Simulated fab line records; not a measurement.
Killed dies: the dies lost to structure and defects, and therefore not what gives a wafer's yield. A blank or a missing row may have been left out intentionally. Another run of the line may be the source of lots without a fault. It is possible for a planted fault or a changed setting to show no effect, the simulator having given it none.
A lot that was struck, set against a sound lot    flow n5 finfet    14 steps out of a route of 1938
Sound: these wafers, L252.1, L252.4, L252.6. The struck wafers were L250.3, L250.4, L250.6. The cause comes at the end.
Each step with rows lists, per side, the tool, then ch with its chambers, then its first start. Under that, the readings that differ: sound wafers    struck wafers    difference of the means    sigmas: that difference in standard deviations of wafers without a fault.
alike: same words and numbers on both sides, and readings whose means sit less than 2 such deviations apart. not compared: any withheld reading, any reading some wafer has no value for, any bound like >300 that may hide the same value, and any number with overlapping values for which the record gives no deviation.
The two part at a step that has a row with sigmas, a row that says differs or no value, or rows on one side only. Numbers that don't overlap but have no deviation are shown without sigmas and don't part them. A reading missing from all wafers of one side parts the sides only when that side holds two or more wafers.

first, 4 steps without rows for these wafers: N5_BEOL_M15_EXPOSE_25 (exposes mask M15, target cd 400 nm); N5_BEOL_M15_PEB_26 (peb time 90 s); N5_BEOL_M15_DEVELOP_27 (develop time 45 s); N5_BEOL_M15_HARDBAKE_32 (time 120 s).
N5_BEOL_M15_CD_MEAS_28: target cd 407.6 nm.
  sound on cd sem-03 ch 0, day 14 16:49; struck on cd sem-01 ch 0, day 14 08:01
  alike: cd nm
N5_BEOL_M15_OVL_MEAS_29:
  sound on overlay-02 ch 0, day 14 16:50; struck on overlay-02 ch 0, day 14 08:02
  alike: M15_OVL
N5_BEOL_M15_INSPECT_30: inspects for defects (macro).
  struck on defect inspect-01, day 14 08:04; sound on defect inspect-02, day 14 16:52
  alike: raw defect count
N5_BEOL_M15_DESCUM_33: chemistry O2, time 7.9 s.
  sound on rie diel-02 ch 2,3, day 14 16:55; struck on rie diel-04 ch 1,2, day 14 08:05
reading                 sound              struck             difference  sigmas
oes product au (a.u.)   0.78 0.78 0.73     0.90 0.97 0.97     +0.18       +2
throttle valve pct (%)  20.73 20.74 20.52  19.95 20.06 20.05  -0.64       -3
  alike: chamber pressure mTorr, drypump motor current A, rf vpp V, showerhead plenum p Torr
  not compared: rf hours counter h
N5_BEOL_M15_ETCH_61: etches BARC in N2/H2, target depth 89 nm, overetch 26.7 nm, time 67.9 s.
  sound on rie diel-02 ch 2,3, day 14 16:56; struck on rie diel-04 ch 1,2, day 14 08:08
reading                 sound              struck             difference  sigmas
oes product au (a.u.)   0.68 0.68 0.63     0.76 0.82 0.82     +0.14       +2
throttle valve pct (%)  18.20 18.21 18.02  17.65 17.41 17.40  -0.66       -3
  alike: chamber pressure mTorr, drypump motor current A, rf vpp V, showerhead plenum p Torr
  not compared: rf hours counter h
N5_BEOL_M15_TRENCH_ETCH_34: etches SiO2 in C4F8/O2/Ar, target depth 872.93 nm, time 199 s.
  sound on rie diel-02 ch 2,3, day 14 16:59; struck on rie diel-04 ch 1,2, day 14 08:11
reading                sound           struck          difference  sigmas
oes product au (a.u.)  0.77 0.76 0.72  0.89 0.97 0.98  +0.20       +2
  alike: chamber pressure mTorr, drypump motor current A, rf vpp V, showerhead plenum p Torr, throttle valve pct
  not compared: rf hours counter h
N5_BEOL_M15_STRIP_36: strips in O2.
  sound on rie diel-04 ch 1,2, day 14 20:24; struck on rie diel-05 ch 0,1,2, day 14 08:32
  alike: chamber pressure mTorr, drypump motor current A, oes product au, rf vpp V, showerhead plenum p Torr, throttle valve pct
  not compared: rf hours counter h
N5_BEOL_M15_STRIP_62: strips in O2.
  sound on rie diel-04 ch 1,2, day 14 20:26; struck on rie diel-05 ch 0,1,2, day 14 08:34
  no value came back on the struck wafers for any of 7 readings (bias power w (W), chamber pressure mTorr (mTorr) and others); on the sound wafers bias power w (W) reads 0 0 0
reading                                     sound  struck        difference  sigmas
model.BARC_of_BEOL_M15_COAT_60.thk nm (nm)  0 0 0  89.2 89 88.8  +89.0       
  not compared: rf hours counter h
N5_BEOL_M15_STRIP_37: strips in O2.
  sound on rie diel-04 ch 1,2; struck on rie diel-05 ch 0,1,2
reading                sound           struck          difference  sigmas
oes product au (a.u.)  0.97 0.89 0.90  0.68 0.73 0.84  -0.17       -2
  alike: chamber pressure mTorr, drypump motor current A, rf vpp V, showerhead plenum p Torr, throttle valve pct
  not compared: rf hours counter h
N5_PASSIVATION_PROBE_49:
  sound wafers here have rows in the record (prober-02, day 15 11:18); struck ones have none

== WHERE THEY PART ==
At N5_BEOL_M15_DESCUM_33 first; at N5_PASSIVATION_PROBE_49 last (within this record only).

WHY: the cause the simulator had injected
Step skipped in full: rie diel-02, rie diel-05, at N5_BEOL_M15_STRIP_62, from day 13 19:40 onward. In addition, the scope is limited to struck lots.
